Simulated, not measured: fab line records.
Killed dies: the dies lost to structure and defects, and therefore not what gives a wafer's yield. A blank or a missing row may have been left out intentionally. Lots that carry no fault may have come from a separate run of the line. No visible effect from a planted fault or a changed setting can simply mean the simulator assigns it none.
Struck lot and sound lot, side by side / flow nand-harc / 19 steps out of a route of 1302
Sound: wafers L266.1, L266.3, L266.4. The struck wafers were L274.1, L274.4, L274.6. The cause is named last.
Per side, at each step with rows, come the tool, then ch with its chambers, and then its first start. Under that, the readings that differ: sound wafers / struck wafers / difference of the means / sigmas: that difference in standard deviations of wafers without a fault.
alike: a reading whose means differ by less than 2 such deviations, as well as words and numbers matching on both sides. not compared: withheld readings; readings where some wafer has no value; bounds like >300 that might hide an equal value; numbers whose values overlap and for which the record gives no deviation.
A row with sigmas, a row that says differs or no value, or rows on one side alone: a step with any of these is where the two part. Non-overlapping numbers with no deviation appear without sigmas and do not part them. A reading missing from all wafers of one side parts the sides only when that side holds two or more wafers.

NHARC_A_CHANNEL_HOLE_D2_ETCH_21: etches the open film in C4F8/O2/Ar, time 514.3 s, target depth 1600 nm.
  sound on har-etch-02 ch 0,1, day 13 08:06; struck on har-etch-01 ch 0,1, day 17 01:17
reading=drypump-motor-current-A (A); sound=6.6 6.6 6.0; struck=5.1 5.1 5.1; difference=-1.3; sigmas=-2
  alike: showerhead-plenum-p-Torr, throttle-valve-pct
  not compared: rf-hours-counter-h
NHARC_A_CHANNEL_HOLE_D2_ETCH_22: etches the open film in C4F8/O2/Ar, time 666.7 s, target depth 1600 nm.
  sound on har-etch-02 ch 0,1, day 13 08:32; struck on har-etch-01 ch 0,1, day 17 01:46
reading=drypump-motor-current-A (A); sound=6.6 6.6 5.9; struck=5.0 5.1 5.1; difference=-1.3; sigmas=-2
  alike: showerhead-plenum-p-Torr, throttle-valve-pct
  not compared: rf-hours-counter-h
NHARC_A_CHANNEL_HOLE_D2_ETCH_23: etches the open film in C4F8/O2/Ar, time 819 s, target depth 1600 nm.
  sound on har-etch-02 ch 0,1, day 13 09:07; struck on har-etch-01 ch 0,1, day 17 02:20
reading=drypump-motor-current-A (A); sound=6.6 6.6 6.0; struck=5.0 5.1 5.1; difference=-1.3; sigmas=-2
  alike: showerhead-plenum-p-Torr, throttle-valve-pct
  not compared: rf-hours-counter-h
then, 7 steps without rows for these wafers: NHARC_A_CHANNEL_HOLE_D2_ETCH_24 (etches the open film in C4F8/O2/Ar, time 906.2 s, target depth 1500 nm); NHARC_A_CHANNEL_HOLE_D2_ETCH_25 (etches the open film in C4F8/O2/Ar, time 1040.2 s, target depth 1500 nm); NHARC_A_CHANNEL_HOLE_D2_ETCH_26 (etches the open film in C4F8/O2/Ar, time 224.1 s, target depth 300 nm); NHARC_A_CHANNEL_HOLE_D2_ETCH_27 (etches the open film in C4F8/O2/Ar, time 90 s, target depth 400 nm); NHARC_A_CHANNEL_HOLE_D2_STRIP_41 (strips in N2/H2); NHARC_A_CHANNEL_HOLE_D2_STRIP_42 (strips in CF4/CHF3); NHARC_A_CHANNEL_HOLE_D2_STRIP_43 (strips in O2/COS).
NHARC_A_CHANNEL_HOLE_D2_ETCH_44: etches the open film in CF4/O2, target depth 140 nm, overetch 14 nm, time 77 s.
  sound on rie-diel-02 ch 1,2,3, day 13 12:24; struck on rie-diel-09 ch 0,2,3, day 17 05:32
  alike: drypump-motor-current-A, oes-product-au, rf-vpp-V, showerhead-plenum-p-Torr, throttle-valve-pct
  not compared: rf-hours-counter-h
NHARC_A_CHANNEL_HOLE_D2_STRIP_28: strips in O2.
  sound on rie-diel-02 ch 0,1,2; struck on rie-diel-09 ch 0,3
  alike: drypump-motor-current-A, oes-product-au, rf-vpp-V, showerhead-plenum-p-Torr, throttle-valve-pct
  not compared: rf-hours-counter-h
NHARC_A_CHANNEL_HOLE_D2_PRECLEAN_29: cleans in SC1.
  sound on wet-bench-06 ch 2,4,7, day 13 13:03; struck on wet-bench-06 ch 3,6,7, day 17 06:11
  alike: bath-heat-duty-pct
then, 1 step without rows for these wafers: NHARC_A_CHANNEL_HOLE_D2_SRD_30.
NHARC_A_CHANNEL_HOLE_D2_CD_MEAS_31:
  sound: cd-sem-03 at day 13 13:11; struck: cd-sem-02 at day 17 06:20
  alike: cd-nm
then, 1 step without rows for these wafers: NHARC_A_CHANNEL_HOLE_D2_XSEM_32.
NHARC_A_CHANNEL_HOLE_D2_INSPECT_40:
  sound: defect-inspect-01 at day 13 13:23; struck: defect-inspect-02 at day 17 06:31
reading=raw-defect-count; sound=327 328 276; struck=1052 1221 1275; difference=+872; sigmas=+11
then, 1 step without rows for these wafers: NHARC_A_CHANNEL_FILL_D2_PRECLEAN_00 (cleans in SC1).
-- the record jumps here: 11 days lie between the struck wafers' starts before and after (it left off in module A_CHANNEL_FILL_D2 and takes up again in module END, whose first step shown is number 1302 of the route) --
NHARC_END_SORT_01:
  sound on prober-01 ch 0, day 24 21:29; struck on prober-01 ch 0, day 28 09:14
reading=killed-at-array; sound=61 40 60; struck=121 165 161; difference=+95; sigmas=+5
reading=killed-dies; sound=69 42 66; struck=126 170 163; difference=+94; sigmas=+5
  alike: killed-at-other, killed-at-periphery, killed-open, killed-short

WHERE THEY PART
At NHARC_A_CHANNEL_HOLE_D2_ETCH_21 first; at NHARC_END_SORT_01 last (within this record only).

WHY: the cause the simulator had injected
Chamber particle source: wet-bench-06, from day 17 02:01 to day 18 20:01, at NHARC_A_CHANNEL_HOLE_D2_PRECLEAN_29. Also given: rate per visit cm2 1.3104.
